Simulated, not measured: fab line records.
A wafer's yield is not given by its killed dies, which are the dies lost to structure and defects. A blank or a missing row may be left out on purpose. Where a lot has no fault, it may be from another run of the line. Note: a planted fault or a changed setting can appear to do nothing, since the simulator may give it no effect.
What tool caused it? / flow n5Finfet / Sampling: 10 lots, 30 wafers, 7 of 1938 route steps

## WHAT THE GAUGES READ, wafer by wafer
N5_FIN_SAQP_OCD_MEAS_76. Usual: trenchDepthNm at 119.8 nm, with a standard deviation of 1.5.
lot=L392; measured=day 2 08:22; on=ocd-01; trenchDepthNm (nm)=122.1 120.4 117.1; flag=
lot=L397; measured=day 3 14:26; on=ocd-02; trenchDepthNm (nm)=119.9 120.3 120.2; flag=
lot=L398; measured=day 3 20:26; on=ocd-02; trenchDepthNm (nm)=118.6 120.7 121.7; flag=
lot=L400; measured=day 4 10:43; on=ocd-02; trenchDepthNm (nm)=120.0 120.4 120.4; flag=
lot=L402; measured=day 4 22:36; on=ocd-02; trenchDepthNm (nm)=119.4 122.7 119.5; flag=
lot=L403; measured=day 5 06:07; on=ocd-01; trenchDepthNm (nm)=119.4 122.0 122.6; flag=
lot=L404; measured=day 5 10:48; on=ocd-01; trenchDepthNm (nm)=119.1 118.6 117.5; flag=
lot=L409; measured=day 6 14:58; on=ocd-01; trenchDepthNm (nm)=120.1 120.4 120.6; flag=
lot=L410; measured=day 6 20:04; on=ocd-01; trenchDepthNm (nm)=119.0 121.6 119.3; flag=
lot=L411; measured=day 7 03:11; on=ocd-01; trenchDepthNm (nm)=118.7 119.4 119.1; flag=

N5_FIN_SAQP_INSPECT_40: inspects for defects (brightfield). Usual: rawDefectCount at 219, with a standard deviation of 60.
lot=L392; measured=day 2 08:23; on=defectInspect-02; rawDefectCount=257 460 283; flag=
lot=L397; measured=day 3 14:28; on=defectInspect-02; rawDefectCount=128 167 186; flag=
lot=L398; measured=day 3 20:28; on=defectInspect-01; rawDefectCount=194 222 254; flag=
lot=L400; measured=day 4 10:45; on=defectInspect-01; rawDefectCount=318 210 239; flag=
lot=L402; measured=day 4 22:38; on=defectInspect-01; rawDefectCount=443 469 492; flag=OFF
lot=L403; measured=day 5 06:08; on=defectInspect-02; rawDefectCount=398 426 477; flag=OFF
lot=L404; measured=day 5 10:50; on=defectInspect-01; rawDefectCount=469 461 424; flag=OFF
lot=L409; measured=day 6 15:00; on=defectInspect-02; rawDefectCount=201 250 214; flag=
lot=L410; measured=day 6 20:05; on=defectInspect-02; rawDefectCount=217 262 213; flag=
lot=L411; measured=day 7 03:13; on=defectInspect-01; rawDefectCount=303 310 173; flag=

N5_FIN_CUT_INSPECT_10: inspects for defects (brightfield). Usual: rawDefectCount at 41, with a standard deviation of 11.
lot=L392; measured=day 2 08:47; on=defectInspect-02; rawDefectCount=48 75 56; flag=
lot=L397; measured=day 3 15:05; on=defectInspect-02; rawDefectCount=30 36 29; flag=
lot=L398; measured=day 3 20:52; on=defectInspect-02; rawDefectCount=41 38 48; flag=
lot=L400; measured=day 4 11:09; on=defectInspect-01; rawDefectCount=53 35 39; flag=
lot=L402; measured=day 4 23:01; on=defectInspect-01; rawDefectCount=266 307 297; flag=OFF
lot=L403; measured=day 5 06:32; on=defectInspect-01; rawDefectCount=282 255 283; flag=OFF
lot=L404; measured=day 5 11:13; on=defectInspect-02; rawDefectCount=316 253 288; flag=OFF
lot=L409; measured=day 6 15:24; on=defectInspect-01; rawDefectCount=33 51 56; flag=
lot=L410; measured=day 6 20:29; on=defectInspect-02; rawDefectCount=31 47 48; flag=
lot=L411; measured=day 7 03:36; on=defectInspect-01; rawDefectCount=60 53 34; flag=

N5_FIN_CUT_INSPECT_17: inspects for defects (brightfield). Usual: rawDefectCount at 228, with a standard deviation of 64.
lot=L392; measured=day 2 09:48; on=defectInspect-01; rawDefectCount=300 481 293; flag=
lot=L397; measured=day 3 16:07; on=defectInspect-02; rawDefectCount=124 165 214; flag=
lot=L398; measured=day 3 21:49; on=defectInspect-01; rawDefectCount=211 227 250; flag=
lot=L400; measured=day 4 12:14; on=defectInspect-01; rawDefectCount=339 212 240; flag=
lot=L402; measured=day 5 00:01; on=defectInspect-02; rawDefectCount=423 453 486; flag=OFF
lot=L403; measured=day 5 07:29; on=defectInspect-02; rawDefectCount=393 430 472; flag=OFF
lot=L404; measured=day 5 12:20; on=defectInspect-01; rawDefectCount=453 473 408; flag=OFF
lot=L409; measured=day 6 16:32; on=defectInspect-01; rawDefectCount=207 264 253; flag=
lot=L410; measured=day 6 21:26; on=defectInspect-02; rawDefectCount=202 289 251; flag=
lot=L411; measured=day 7 04:33; on=defectInspect-01; rawDefectCount=352 322 172; flag=

## EACH LOT AND THE TOOL THAT RAN IT (in order: tool; ch and the chambers of the sampled wafers; start)
lot=L392; N5_FIN_SAQP_STRIP_55=rieDiel-02 ch 0,3, day 2 04:32; N5_FIN_SAQP_ETCH_34=rieDiel-04 ch 2,3, day 2 07:55; N5_FIN_SAQP_ETCH_64=rieSi-01 ch 0,1,2, day 2 08:07
lot=L397; N5_FIN_SAQP_STRIP_55=rieDiel-04 ch 0,2,3, day 3 10:29; N5_FIN_SAQP_ETCH_34=rieDiel-02 ch 0,3, day 3 13:59; N5_FIN_SAQP_ETCH_64=rieSi-05 ch 1,3, day 3 14:10
lot=L398; N5_FIN_SAQP_STRIP_55=rieDiel-04 ch 2,3, day 3 16:04; N5_FIN_SAQP_ETCH_34=rieDiel-02 ch 0,1,3, day 3 20:01; N5_FIN_SAQP_ETCH_64=rieSi-01 ch 0,1,3, day 3 20:12
lot=L400; N5_FIN_SAQP_STRIP_55=rieDiel-05 ch 0,2,3, day 4 05:12; N5_FIN_SAQP_ETCH_34=rieDiel-05 ch 0,1,2, day 4 10:17; N5_FIN_SAQP_ETCH_64=rieSi-05 ch 0,2,3, day 4 10:29
lot=L402; N5_FIN_SAQP_STRIP_55=rieDiel-04 ch 2,3, day 4 16:56; N5_FIN_SAQP_ETCH_34=rieDiel-02 ch 1,2,3, day 4 22:10; N5_FIN_SAQP_ETCH_64=rieSi-01 ch 1,3, day 4 22:22
lot=L403; N5_FIN_SAQP_STRIP_55=rieDiel-05 ch 0,2,3, day 5 00:50; N5_FIN_SAQP_ETCH_34=rieDiel-02 ch 0,1,2, day 5 05:41; N5_FIN_SAQP_ETCH_64=rieSi-01 ch 0,1,3, day 5 05:52
lot=L404; N5_FIN_SAQP_STRIP_55=rieDiel-02 ch 0,1, day 5 06:29; N5_FIN_SAQP_ETCH_34=rieDiel-02 ch 1,2, day 5 10:22; N5_FIN_SAQP_ETCH_64=rieSi-05 ch 0,1,2, day 5 10:34
lot=L409; N5_FIN_SAQP_STRIP_55=rieDiel-02 ch 0,3, day 6 10:55; N5_FIN_SAQP_ETCH_34=rieDiel-04 ch 1,2,3, day 6 14:32; N5_FIN_SAQP_ETCH_64=rieSi-05 ch 1,2, day 6 14:44
lot=L410; N5_FIN_SAQP_STRIP_55=rieDiel-02 ch 0,2, day 6 16:19; N5_FIN_SAQP_ETCH_34=rieDiel-04 ch 0,2, day 6 19:37; N5_FIN_SAQP_ETCH_64=rieSi-05 ch 0,1,3, day 6 19:49
lot=L411; N5_FIN_SAQP_STRIP_55=rieDiel-05 ch 0,1,3, day 6 22:32; N5_FIN_SAQP_ETCH_34=rieDiel-05 ch 0,1,3, day 7 02:44; N5_FIN_SAQP_ETCH_64=rieSi-05 ch 0,1,3, day 7 02:56
- N5_FIN_SAQP_STRIP_55: strips in N2/H2.
- N5_FIN_SAQP_ETCH_34: etches SiO2 in C4F6/O2, target depth 45 nm, time 15 s.
- N5_FIN_SAQP_ETCH_64: etches SiO2 in CF4, target depth 1.5 nm.

## AS READ BY THE TOOLS THEMSELVES (means over the sampled wafers that have a number; for cases with no such wafer, the mark the record gives instead)
N5_FIN_SAQP_STRIP_55. Usual: drypumpMotorCurrentA 5.8 A, standard deviation 0.45; oesProductAu 0.75 a.u., standard deviation 0.077; rfVppV 122.0 V, standard deviation 1.6; showerheadPlenumPTorr 3.37 Torr, standard deviation 0.12; throttleValvePct 19.1 %, standard deviation 0.3.
lot=L392; tool=rieDiel-02; drypumpMotorCurrentA (A)=5.6; oesProductAu (a.u.)=0.79; rfVppV (V)=122.0; showerheadPlenumPTorr (Torr)=3.25; throttleValvePct (%)=18.9; flag=
lot=L397; tool=rieDiel-04; drypumpMotorCurrentA (A)=5.5; oesProductAu (a.u.)=0.72; rfVppV (V)=122.6; showerheadPlenumPTorr (Torr)=3.34; throttleValvePct (%)=19.1; flag=
lot=L398; tool=rieDiel-04; drypumpMotorCurrentA (A)=5.1; oesProductAu (a.u.)=0.73; rfVppV (V)=122.2; showerheadPlenumPTorr (Torr)=3.42; throttleValvePct (%)=19.3; flag=
lot=L400; tool=rieDiel-05; drypumpMotorCurrentA (A)=6.2; oesProductAu (a.u.)=0.71; rfVppV (V)=121.7; showerheadPlenumPTorr (Torr)=3.47; throttleValvePct (%)=19.2; flag=
lot=L402; tool=rieDiel-04; drypumpMotorCurrentA (A)=5.2; oesProductAu (a.u.)=0.73; rfVppV (V)=122.7; showerheadPlenumPTorr (Torr)=3.37; throttleValvePct (%)=19.0; flag=
lot=L403; tool=rieDiel-05; drypumpMotorCurrentA (A)=6.2; oesProductAu (a.u.)=0.71; rfVppV (V)=122.1; showerheadPlenumPTorr (Torr)=3.47; throttleValvePct (%)=19.2; flag=
lot=L404; tool=rieDiel-02; drypumpMotorCurrentA (A)=5.7; oesProductAu (a.u.)=0.73; rfVppV (V)=121.5; showerheadPlenumPTorr (Torr)=3.31; throttleValvePct (%)=18.7; flag=
lot=L409; tool=rieDiel-02; drypumpMotorCurrentA (A)=5.6; oesProductAu (a.u.)=0.77; rfVppV (V)=121.1; showerheadPlenumPTorr (Torr)=3.23; throttleValvePct (%)=18.9; flag=
lot=L410; tool=rieDiel-02; drypumpMotorCurrentA (A)=5.6; oesProductAu (a.u.)=0.75; rfVppV (V)=121.4; showerheadPlenumPTorr (Torr)=3.32; throttleValvePct (%)=18.9; flag=
lot=L411; tool=rieDiel-05; drypumpMotorCurrentA (A)=6.1; oesProductAu (a.u.)=0.78; rfVppV (V)=121.7; showerheadPlenumPTorr (Torr)=3.37; throttleValvePct (%)=19.2; flag=

N5_FIN_SAQP_ETCH_34. Usual: O2_flow_sccm 10.00 sccm, standard deviation 0.032; drypumpMotorCurrentA 5.7 A, standard deviation 0.44; etchRfOnTimeS 15.04 s, standard deviation 0.14; mfcArSccm 299.8 sccm, standard deviation 0.94; oesProductAu 0.65 a.u., standard deviation 0.06; rfVppV 666 V, standard deviation 7.1; showerheadPlenumPTorr 2.85 Torr, standard deviation 0.1; throttleValvePct 21.16 %, standard deviation 0.12.
lot=L392; tool=rieDiel-04; O2_flow_sccm (sccm)=10.01; drypumpMotorCurrentA (A)=5.1; etchRfOnTimeS (s)=15.05; mfcArSccm (sccm)=299.4; oesProductAu (a.u.)=0.63; rfVppV (V)=665; showerheadPlenumPTorr (Torr)=2.91; throttleValvePct (%)=21.12; flag=
lot=L397; tool=rieDiel-02; O2_flow_sccm (sccm)=10.03; drypumpMotorCurrentA (A)=5.6; etchRfOnTimeS (s)=15.13; mfcArSccm (sccm)=299.1; oesProductAu (a.u.)=0.65; rfVppV (V)=668; showerheadPlenumPTorr (Torr)=2.75; throttleValvePct (%)=21.04; flag=
lot=L398; tool=rieDiel-02; O2_flow_sccm (sccm)=9.96; drypumpMotorCurrentA (A)=5.6; etchRfOnTimeS (s)=15.08; mfcArSccm (sccm)=300.6; oesProductAu (a.u.)=0.66; rfVppV (V)=665; showerheadPlenumPTorr (Torr)=2.82; throttleValvePct (%)=21.05; flag=
lot=L400; tool=rieDiel-05; O2_flow_sccm (sccm)=9.96; drypumpMotorCurrentA (A)=5.8; etchRfOnTimeS (s)=15.04; mfcArSccm (sccm)=299.8; oesProductAu (a.u.)=0.60; rfVppV (V)=666; showerheadPlenumPTorr (Torr)=2.85; throttleValvePct (%)=21.29; flag=
lot=L402; tool=rieDiel-02; O2_flow_sccm (sccm)=10.02; drypumpMotorCurrentA (A)=5.7; etchRfOnTimeS (s)=14.78; mfcArSccm (sccm)=299.0; oesProductAu (a.u.)=0.69; rfVppV (V)=668; showerheadPlenumPTorr (Torr)=2.90; throttleValvePct (%)=21.09; flag=
lot=L403; tool=rieDiel-02; O2_flow_sccm (sccm)=10.00; drypumpMotorCurrentA (A)=5.7; etchRfOnTimeS (s)=14.90; mfcArSccm (sccm)=300.3; oesProductAu (a.u.)=0.66; rfVppV (V)=671; showerheadPlenumPTorr (Torr)=2.89; throttleValvePct (%)=21.03; flag=
lot=L404; tool=rieDiel-02; O2_flow_sccm (sccm)=9.99; drypumpMotorCurrentA (A)=5.8; etchRfOnTimeS (s)=14.92; mfcArSccm (sccm)=300.3; oesProductAu (a.u.)=0.67; rfVppV (V)=667; showerheadPlenumPTorr (Torr)=2.97; throttleValvePct (%)=21.03; flag=
lot=L409; tool=rieDiel-04; O2_flow_sccm (sccm)=9.97; drypumpMotorCurrentA (A)=5.3; etchRfOnTimeS (s)=14.89; mfcArSccm (sccm)=300.2; oesProductAu (a.u.)=0.67; rfVppV (V)=665; showerheadPlenumPTorr (Torr)=2.84; throttleValvePct (%)=21.18; flag=
lot=L410; tool=rieDiel-04; O2_flow_sccm (sccm)=10.02; drypumpMotorCurrentA (A)=5.8; etchRfOnTimeS (s)=15.03; mfcArSccm (sccm)=299.5; oesProductAu (a.u.)=0.59; rfVppV (V)=661; showerheadPlenumPTorr (Torr)=2.74; throttleValvePct (%)=21.18; flag=
lot=L411; tool=rieDiel-05; O2_flow_sccm (sccm)=10.01; drypumpMotorCurrentA (A)=6.1; etchRfOnTimeS (s)=15.05; mfcArSccm (sccm)=300.8; oesProductAu (a.u.)=0.67; rfVppV (V)=666; showerheadPlenumPTorr (Torr)=2.85; throttleValvePct (%)=21.10; flag=

N5_FIN_SAQP_ETCH_64. Usual: drypumpMotorCurrentA 5.9 A, standard deviation 0.39; oesProductAu 0.998 a.u., standard deviation 0.023; throttleValvePct 21.84 %, standard deviation 0.22.
lot=L392; tool=rieSi-01; drypumpMotorCurrentA (A)=5.3; oesProductAu (a.u.)=0.995; throttleValvePct (%)=21.85; flag=
lot=L397; tool=rieSi-05; drypumpMotorCurrentA (A)=6.1; oesProductAu (a.u.)=1.006; throttleValvePct (%)=21.72; flag=
lot=L398; tool=rieSi-01; drypumpMotorCurrentA (A)=5.3; oesProductAu (a.u.)=1.005; throttleValvePct (%)=22.02; flag=
lot=L400; tool=rieSi-05; drypumpMotorCurrentA (A)=5.9; oesProductAu (a.u.)=1.001; throttleValvePct (%)=21.89; flag=
lot=L402; tool=rieSi-01; drypumpMotorCurrentA (A)=5.6; oesProductAu (a.u.)=0.990; throttleValvePct (%)=21.93; flag=
lot=L403; tool=rieSi-01; drypumpMotorCurrentA (A)=5.3; oesProductAu (a.u.)=1.003; throttleValvePct (%)=22.02; flag=
lot=L404; tool=rieSi-05; drypumpMotorCurrentA (A)=6.1; oesProductAu (a.u.)=1.006; throttleValvePct (%)=21.82; flag=
lot=L409; tool=rieSi-05; drypumpMotorCurrentA (A)=6.2; oesProductAu (a.u.)=1.025; throttleValvePct (%)=21.81; flag=
lot=L410; tool=rieSi-05; drypumpMotorCurrentA (A)=6.0; oesProductAu (a.u.)=0.990; throttleValvePct (%)=21.74; flag=
lot=L411; tool=rieSi-05; drypumpMotorCurrentA (A)=6.1; oesProductAu (a.u.)=0.996; throttleValvePct (%)=21.74; flag=

## THE ANSWER, worked out from the rows above alone
Rule: lot off if the mean of its wafers having a number is beyond 3 standard deviations from the usual mean. A lot without any number at a reading at which 4 lots or more have one is off too. Where the step has rows for the other lots, those lots are counted as sound. Order of review: gauges by route order, followed by the tools' own readings, for which a lot's mean as printed above is used. The first step at which some lot is off is used, and at that step the reading that is off furthest; a lot without a number counts as furthest.
Off, at N5_FIN_SAQP_INSPECT_40 on rawDefectCount: L402, L403, L404.
A tool fits if, at a process step before that reading, it ran every lot that is off, and no sound lot after the first of them. Those tools and the gauges at N5_FIN_SAQP_INSPECT_40 are tried in the same way. One candidate fits, namely rieDiel-02 at N5_FIN_SAQP_ETCH_34. Its last sound lot is L398 (day 3 20:01), its first lot that is off L402 (day 4 22:10): a fault that began between those two fits.

## WHAT THE SIMULATOR PUT IN
Chamber particle source: rieDiel-02, from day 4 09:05 on, at N5_FIN_SAQP_ETCH_34. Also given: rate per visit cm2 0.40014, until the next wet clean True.
Lots struck among those shown: L402, L403, L404. The rule above reached the same finding.
